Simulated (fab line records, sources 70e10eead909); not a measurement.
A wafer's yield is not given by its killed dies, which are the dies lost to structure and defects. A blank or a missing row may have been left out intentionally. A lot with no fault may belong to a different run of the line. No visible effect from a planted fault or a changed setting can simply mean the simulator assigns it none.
Chamber matching -- flow nand_harc -- cmp-02 running NHARC_P_M0_CMP_23: 4 sister chambers
The step polishes, t overpolish 20 s, target thk 117.53 nm. 18 wafers are shown with their chamber, then 9 later ones without.

WAFERS WITH THEIR CHAMBER
wafer,chamber,motor_current_A (A),time_to_endpoint_s (s)
L080.2,2,11.2,33.3
L080.5,0,11.9,26.6
L080.6,3,12.1,31.5
L083.2,0,11.8,26.3
L083.4,3,11.4,30.9
L083.6,1,14.0,31.7
L082.1,0,11.3,26.4
L082.4,3,11.3,30.5
L082.6,2,12.3,31.7
L084.1,2,11.1,32.7
L084.2,1,13.1,28.4
L084.3,0,11.4,25.5
L086.1,2,10.3,30.8
L086.3,1,13.5,26.2
L086.4,3,11.0,31.2
L085.3,0,11.9,27.6
L085.5,1,14.3,32.4
L085.6,0,11.8,26.3

SIGNATURES (means of the wafers above)
reading,chamber 0,chamber 1,chamber 2,chamber 3,scatter within a chamber
motor_current_A,11.683,13.725,11.225,11.450,0.526
time_to_endpoint_s,26.450,29.675,32.125,31.025,1.51
Rule: a wafer's distance from a chamber is the root of the sum, over the readings, of the square of ((its reading less the chamber's mean) divided by the reading's scatter). The wafer belongs to the nearest chamber; if the next one is less than 2 further off, it can't be placed. How the scatter is found: for the shown wafers, subtract from each reading the mean of its chamber, square and add these, divide the total by (wafers less chambers), then take the root.

WAFERS MISSING THEIR CHAMBER
wafer,motor_current_A (A),time_to_endpoint_s (s)
L089.1,11.6,29.9
L089.4,11.9,22.6
L089.5,11.6,29.7
L094.1,10.9,32.6
L094.2,13.3,29.9
L094.4,11.2,26.5
L097.2,11.4,30.3
L097.3,11.8,26.4
L097.6,11.3,29.9

WHICH CHAMBER EACH WENT THROUGH
wafer,from the rows above,in truth
L089.1,can't be placed: 3 or 2 or 0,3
L089.4,0,0
L089.5,can't be placed: 3 or 2 or 0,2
L094.1,can't be placed: 2 or 3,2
L094.2,1,1
L094.4,0,0
L097.2,can't be placed: 3 or 2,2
L097.3,0,0
L097.6,can't be placed: 3 or 2 or 0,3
Correctly placed: 4 of 9. Can't be placed from these rows: 5 (the true chamber is among the candidates in 5). Number placed wrongly: 0.
